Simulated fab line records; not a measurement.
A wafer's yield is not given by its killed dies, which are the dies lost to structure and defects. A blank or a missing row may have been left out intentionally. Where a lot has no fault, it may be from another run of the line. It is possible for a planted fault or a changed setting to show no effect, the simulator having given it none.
fab line records ; flow nandHarc ; part 2 of 2: steps 5 to 6 of 6
[record] lots = 22; wafers = 66; lastDay = 34
route steps=1302 shown A_CHANNEL_HOLE_D1@477 A_CHANNEL_FILL_D1@507 A_CHANNEL_HOLE_D2@589 A_CHANNEL_FILL_D2@619
lots untouched by any fault: they come from a run of this same line in which no faults occurred
startH: hours from the record's opening day to when the first of the lot's shown wafers began ; waitH: time in hours since the lot's previous step ; " same as the row above ; L1.1+2: a row that stands for several wafers ; - no value, or no start given ; * or withheld: withheld ; < > ~ a bound
route shown NAME@n: NAME is a module with steps in the file, n the number in the route of the first one ; usual: average and standard deviation across the fault-free wafers ; same: alike in all rows ; chamber/n: place in a boat ; sites: per-site readings ; _std_site: standard deviation of those values ; _edge_site: inner sites' mean taken away from outer sites' mean ; radiusMm: for every site, how far away it sits from the centre of the wafer ; mask NAME#n: copy n ; behind: the last tool/chamber to shape the wafer ; hold: why the lot went on hold/how many hours it stayed there/how the hold came to an end ; device: names the non-switching transistor (n, p or np) ; end of line: the route-end tests of the same wafers ; for a step that has no rows: nothing shown but its recipe ; killed: dies that structure and defects cost at the first sort, which is not the same as the wafer's yield ; map: dies across one wafer; x = killed, . = not, _ = none there
set.NAME: the setting as run; set.NAME@STEP: as run at that earlier step ; model.NAME: the simulator's own value behind a step, which no gauge read
the route's steps for a sample of lots (tables are steps, rows are wafers)
services: when a tool's chamber went out of use (startH, in hours from the record's first day, below 0 if earlier), for how many hours, and the reason
[[steps]]
[step NHARC_A_CHANNEL_FILL_D2_STRIP_28]
[recipe] timeS = 20; o2FlowSccm = 500; arFlowSccm = 0; biasW = 0; chemistry = O2
[usual] drypumpMotorCurrentA = 5.7/0.45; oesProductAu = 1.000/0.011; rfVppV = 57.8/0.98; showerheadPlenumPTorr = 3.55/0.18; throttleValvePct = 17.036/0.0087
lot.wafer;tool;chamber;startH;waitH;drypumpMotorCurrentA;oesProductAu;rfHoursCounterH;rfVppV;showerheadPlenumPTorr;throttleValvePct
L074.1;rieDiel-01;0;328.89;0.1;5.2;1.002;4;56.2;3.42;17.031
L074.3;rieDiel-01;2;328.89;0.1;5.8;1.007;4;58.1;3.74;17.058
L074.5;rieDiel-01;3;328.89;0.1;6.2;1.006;-;55.9;3.34;17.058
L076.1;rieDiel-01;0;353.31;0.1;5.2;1.008;5;57.7;3.42;17.041
L076.4;rieDiel-01;1;353.31;0.1;5.1;0.989;4;57.4;3.31;17.036
L076.6;rieDiel-01;1;353.31;0.1;5.1;0.992;-;56.6;3.31;17.035
L078.3;rieDiel-01;0;361.40;0.1;5.2;1.001;5;57.9;3.42;17.035
L078.4;rieDiel-01;1;361.40;0.1;5.1;0.983;5;58.3;3.31;17.032
L078.6;rieDiel-01;2;361.40;0.1;5.8;1.004;-;57.7;3.74;17.026
L079.1;rieDiel-06;2;361.41;0.1;4.8;0.985;1;58.1;3.78;17.034
L079.4;rieDiel-06;0;361.41;0.1;5.8;0.991;1;56.0;3.62;17.060
L079.5;rieDiel-06;2;361.41;0.1;4.8;1.001;-;58.1;3.78;17.028
L077.3;rieDiel-06;2;366.57;0.1;4.8;0.991;1;58.6;3.78;17.036
L077.6;rieDiel-06;1;366.57;0.1;5.8;1.008;-;57.6;3.45;17.030
L077.5;rieDiel-06;2;366.57;0.1;4.9;0.997;-;61.0;3.78;17.038
L080.4;rieDiel-08;3;384.37;0.1;5.8;0.983;0;56.7;3.34;17.041
L080.2;rieDiel-08;1;384.37;0.1;5.9;1.002;0;56.7;3.47;17.029
L080.6;rieDiel-08;3;384.37;0.1;5.8;1.003;-;57.4;3.34;17.039
L081.3;rieDiel-01;3;394.32;0.1;6.1;0.998;0;58.1;3.34;17.035
L081.4;rieDiel-01;3;394.32;0.1;6.2;1.005;-;57.7;3.34;17.029
L081.5;rieDiel-01;2;394.32;0.1;5.8;0.995;-;58.5;3.74;17.040
L083.3;rieDiel-01;0;403.50;0.1;5.2;1.004;0;57.2;3.42;17.023
L083.2;rieDiel-01;1;403.50;0.1;5.1;1.017;0;57.3;3.31;17.031
L083.1;rieDiel-01;3;403.50;0.1;6.2;1.006;0;56.8;3.34;17.044
L084.3;rieDiel-08;2;423.81;0.1;5.3;0.995;10;57.9;3.53;17.025
L084.2;rieDiel-08;3;423.81;0.1;5.8;0.998;9;57.4;3.33;17.045
L084.6;rieDiel-08;0;423.81;0.1;6.4;0.994;-;57.9;3.81;17.030
L085.4;rieDiel-01;3;443.05;0.1;6.2;1.003;1;58.8;3.34;17.039
L085.5;rieDiel-01;1;443.05;0.1;5.1;1.022;-;56.4;3.31;17.033
L085.6;rieDiel-01;2;443.05;0.1;5.9;0.997;-;58.6;3.74;17.031
L086.2;rieDiel-06;3;450.22;0.1;6.0;0.993;4;59.3;3.76;17.051
L086.5;rieDiel-06;3;450.22;0.1;6.0;0.992;-;57.1;3.76;17.045
L086.6;rieDiel-06;0;450.22;0.1;5.8;0.987;-;58.3;3.62;17.037
L087.3;rieDiel-06;3;457.49;0.1;6.0;0.994;4;57.5;3.76;17.029
L087.2;rieDiel-06;0;457.49;0.1;5.8;0.991;4;59.5;3.62;17.045
L087.6;rieDiel-06;2;457.49;0.1;4.8;0.996;-;58.4;3.77;17.031
L089.3;rieDiel-06;2;474.70;0.1;4.9;1.000;5;57.9;3.77;17.032
L089.4;rieDiel-06;3;474.70;0.1;6.0;0.999;5;60.0;3.76;17.030
L089.5;rieDiel-06;1;474.70;0.1;5.8;1.018;-;58.6;3.45;17.041
L088.3;rieDiel-01;3;478.90;0.1;6.2;0.996;2;56.8;3.34;17.041
L088.4;rieDiel-01;2;478.90;0.1;5.8;0.998;2;57.9;3.74;17.034
L088.6;rieDiel-01;3;478.90;0.1;6.1;0.989;-;56.6;3.34;17.042
L090.2;rieDiel-01;2;487.28;0.1;5.9;1.006;2;57.7;3.74;17.037
L090.3;rieDiel-01;3;487.28;0.1;6.2;1.006;2;56.6;3.34;17.042
L090.6;rieDiel-01;3;487.28;0.1;6.2;1.009;-;56.5;3.34;17.044
L091.1;rieDiel-08;3;487.28;0.1;5.8;0.993;19;56.2;3.33;17.042
L091.4;rieDiel-08;1;487.28;0.1;5.9;1.002;23;57.3;3.46;17.039
L091.6;rieDiel-08;0;487.28;0.1;6.4;0.994;-;57.7;3.80;17.037
L092.4;rieDiel-01;2;498.34;0.1;5.8;1.009;2;58.1;3.74;17.032
L092.3;rieDiel-01;3;498.34;0.1;6.1;1.005;2;57.5;3.34;17.039
L092.5;rieDiel-01;3;498.34;0.1;6.2;1.006;-;56.4;3.34;17.038
L093.3;rieDiel-08;2;504.34;0.1;5.3;1.008;24;56.6;3.52;17.029
L093.4;rieDiel-08;3;504.34;0.1;5.8;1.004;21;56.0;3.33;17.020
L093.2;rieDiel-08;1;504.34;0.1;5.9;0.995;25;57.3;3.46;17.035
L094.5;rieDiel-06;1;524.61;0.1;5.8;0.990;-;59.4;3.45;17.039
L094.6;rieDiel-06;2;524.61;0.1;4.8;0.993;-;58.0;3.77;17.036
L094.4;rieDiel-06;3;524.61;0.1;6.0;0.980;-;59.4;3.76;17.038
L095.4;rieDiel-01;2;541.91;0.1;5.8;1.001;4;59.1;3.74;17.033
L095.2;rieDiel-01;0;541.91;0.1;5.2;1.004;4;58.9;3.42;17.040
L095.5;rieDiel-01;2;541.91;0.1;5.8;0.999;-;58.7;3.74;17.043
L096.4;rieDiel-08;0;541.94;0.1;6.4;1.019;27;59.2;3.79;17.032
L096.1;rieDiel-08;2;541.94;0.1;5.3;0.999;32;58.4;3.51;17.034
L096.5;rieDiel-08;0;541.94;0.1;6.4;0.996;-;58.4;3.79;17.045
L097.3;rieDiel-06;2;565.66;0.1;4.9;0.986;2;58.0;3.77;17.017
L097.1;rieDiel-06;3;565.66;0.1;6.0;0.972;2;58.8;3.76;17.046
L097.5;rieDiel-06;1;565.66;0.1;5.8;0.997;-;56.6;3.45;17.036
[step NHARC_A_CHANNEL_FILL_D2_STRIP_29]
[recipe] timeS = 20; o2FlowSccm = 500; arFlowSccm = 0; biasW = 0; chemistry = O2
[usual] drypumpMotorCurrentA = 5.6/0.44; oesProductAu = 1.000/0.012; rfVppV = 57.9/0.92; showerheadPlenumPTorr = 3.55/0.18; throttleValvePct = 17.035/0.0096
lot.wafer;tool;chamber;startH;waitH;drypumpMotorCurrentA;oesProductAu;rfHoursCounterH;rfVppV;showerheadPlenumPTorr;throttleValvePct
L074.1;rieDiel-06;2;-;-;4.8;0.988;0;59.7;3.78;17.040
L074.3;rieDiel-06;3;-;-;6.0;0.994;0;56.5;3.76;17.037
L074.5;rieDiel-06;0;-;-;5.8;1.001;-;57.9;3.62;17.042
L076.4;rieDiel-06;3;-;-;6.0;0.993;1;58.3;3.76;17.018
L076.1;rieDiel-06;0;-;-;5.8;0.984;1;58.6;3.62;17.034
L076.6;rieDiel-06;3;-;-;6.0;0.987;-;57.3;3.76;17.041
L078.3;rieDiel-06;1;-;-;5.8;0.996;1;58.0;3.45;17.047
L078.4;rieDiel-06;2;-;-;4.9;0.983;2;58.6;3.78;17.017
L078.6;rieDiel-06;2;-;-;4.9;0.992;-;58.9;3.78;17.017
L079.1;rieDiel-08;3;-;-;5.8;1.003;0;57.5;3.34;17.030
L079.4;rieDiel-08;0;-;-;6.4;1.003;0;58.6;3.81;17.026
L079.5;rieDiel-08;2;-;-;5.3;1.006;-;57.4;3.53;17.038
L077.3;rieDiel-06;2;-;-;4.8;0.993;2;57.5;3.78;17.037
L077.5;rieDiel-06;0;-;-;5.7;0.986;-;56.8;3.62;17.033
L077.6;rieDiel-06;1;-;-;5.8;1.017;-;56.1;3.45;17.034
L080.2;rieDiel-01;0;-;-;5.2;1.016;0;57.7;3.42;17.041
L080.4;rieDiel-01;1;-;-;5.2;1.024;0;55.9;3.31;17.016
L080.6;rieDiel-01;1;-;-;5.1;1.015;-;57.2;3.31;17.040
L081.4;rieDiel-01;2;-;-;5.8;0.994;0;57.6;3.74;17.029
L081.3;rieDiel-01;0;-;-;5.2;1.016;0;58.3;3.42;17.033
L081.5;rieDiel-01;2;-;-;5.8;1.004;-;58.2;3.74;17.059
L083.3;rieDiel-08;3;421.17;0.1;5.8;1.012;8;57.3;3.33;17.034
L083.1;rieDiel-08;1;421.17;0.1;5.9;1.013;8;57.7;3.46;17.043
L083.2;rieDiel-08;2;421.17;0.1;5.3;1.013;9;58.2;3.53;17.043
L084.2;rieDiel-06;0;-;-;5.8;0.985;3;58.0;3.62;17.028
L084.3;rieDiel-06;2;-;-;4.9;0.985;4;59.5;3.78;17.026
L084.6;rieDiel-06;0;-;-;5.8;0.982;-;58.4;3.62;17.038
L085.4;rieDiel-06;0;-;-;5.8;0.993;4;57.6;3.62;17.027
L085.6;rieDiel-06;0;-;-;5.8;1.002;-;57.6;3.62;17.025
L085.5;rieDiel-06;1;-;-;5.8;1.013;-;58.3;3.45;17.042
L086.2;rieDiel-01;1;-;-;5.1;1.008;2;57.1;3.31;17.029
L086.5;rieDiel-01;2;-;-;5.8;0.989;-;59.1;3.74;17.032
L086.6;rieDiel-01;3;-;-;6.1;0.999;-;57.8;3.34;17.038
L087.2;rieDiel-01;3;-;-;6.2;0.985;1;58.7;3.34;17.023
L087.3;rieDiel-01;0;-;-;5.2;1.012;1;57.9;3.42;17.043
L087.6;rieDiel-01;1;-;-;5.1;1.015;-;55.7;3.31;17.027
L089.3;rieDiel-01;3;-;-;6.2;1.003;2;57.1;3.34;17.032
L089.4;rieDiel-01;1;-;-;5.1;1.010;2;57.0;3.31;17.039
L089.5;rieDiel-01;2;-;-;5.8;1.001;-;56.7;3.74;17.037
L088.3;rieDiel-08;0;-;-;6.4;0.995;17;59.3;3.80;17.044
L088.4;rieDiel-08;1;-;-;5.9;0.989;24;58.1;3.46;17.034
L088.6;rieDiel-08;1;-;-;6.0;0.989;-;57.2;3.46;17.033
L091.4;rieDiel-01;0;-;-;5.2;1.011;2;58.3;3.42;17.037
L091.1;rieDiel-01;3;-;-;6.2;1.007;2;56.7;3.34;17.035
L091.6;rieDiel-01;0;-;-;5.2;1.004;-;60.0;3.42;17.025
L090.3;rieDiel-06;3;-;-;6.0;0.999;0;58.5;3.76;17.049
L090.2;rieDiel-06;0;-;-;5.7;0.987;0;59.0;3.62;17.027
L090.6;rieDiel-06;3;-;-;6.0;0.991;-;58.0;3.76;17.026
L092.3;rieDiel-06;1;-;-;5.8;0.987;1;57.1;3.45;17.046
L092.4;rieDiel-06;3;-;-;6.0;0.985;1;56.8;3.76;17.030
L092.5;rieDiel-06;1;-;-;5.8;0.986;-;57.0;3.45;17.022
L093.2;rieDiel-01;2;-;-;5.8;1.008;3;59.7;3.74;17.035
L093.4;rieDiel-01;3;-;-;6.2;1.019;3;56.4;3.33;17.033
L093.3;rieDiel-01;1;-;-;5.1;1.016;3;56.9;3.31;17.030
L094.4;rieDiel-01;2;-;-;5.8;0.994;4;57.3;3.74;17.033
L094.5;rieDiel-01;2;-;-;5.8;1.010;-;59.2;3.74;17.056
L094.6;rieDiel-01;3;-;-;6.2;1.005;-;57.6;3.33;17.031
L095.2;rieDiel-08;0;-;-;6.4;1.019;0;57.5;3.79;17.025
L095.4;rieDiel-08;1;-;-;5.9;0.992;0;57.8;3.45;17.039
L095.5;rieDiel-08;2;-;-;5.3;0.990;-;57.9;3.51;17.027
L096.1;rieDiel-08;0;-;-;6.4;1.014;0;57.6;3.79;17.052
L096.4;rieDiel-08;2;-;-;5.3;0.987;0;57.3;3.51;17.036
L096.5;rieDiel-08;1;-;-;6.0;0.998;-;57.1;3.45;17.025
L097.1;rieDiel-06;2;-;-;4.9;0.992;2;56.6;3.77;17.031
L097.3;rieDiel-06;0;-;-;5.8;0.975;2;58.2;3.62;17.033
L097.5;rieDiel-06;2;-;-;4.9;0.993;-;57.8;3.77;17.021
[[services]]
tool;chamber;startH;hours;kind
rieDiel-08;-;191.47;9.0;pm
rieDiel-01;-;203.80;9.0;pm
rieDiel-06;3;209.51;11.8;repair
rieDiel-01;-;222.93;0.5;repair
rieDiel-06;1;235.29;15.2;repair
rieDiel-06;1;298.66;7.2;repair
rieDiel-01;2;300.56;9.2;repair
rieDiel-01;3;302.29;13.9;repair
rieDiel-06;-;307.20;9.0;pm
harEtch-01;-;313.12;0.8;repair
rieDiel-01;1;319.99;20.5;repair
rieDiel-08;2;326.87;16.3;repair
rieDiel-06;0;334.27;4.1;repair
rieDiel-08;-;368.49;9.0;pm
rieDiel-01;0;374.49;20.4;repair
rieDiel-01;-;380.80;9.0;pm
rieDiel-08;3;384.48;1.5;repair
harEtch-01;-;445.87;4.8;repair
rieDiel-01;2;448.66;4.7;repair
rieDiel-06;-;484.20;9.0;pm
rieDiel-01;-;510.98;5.5;repair
rieDiel-06;0;523.21;4.6;repair
rieDiel-01;-;557.80;9.0;pm
rieDiel-01;-;567.37;0.1;repair
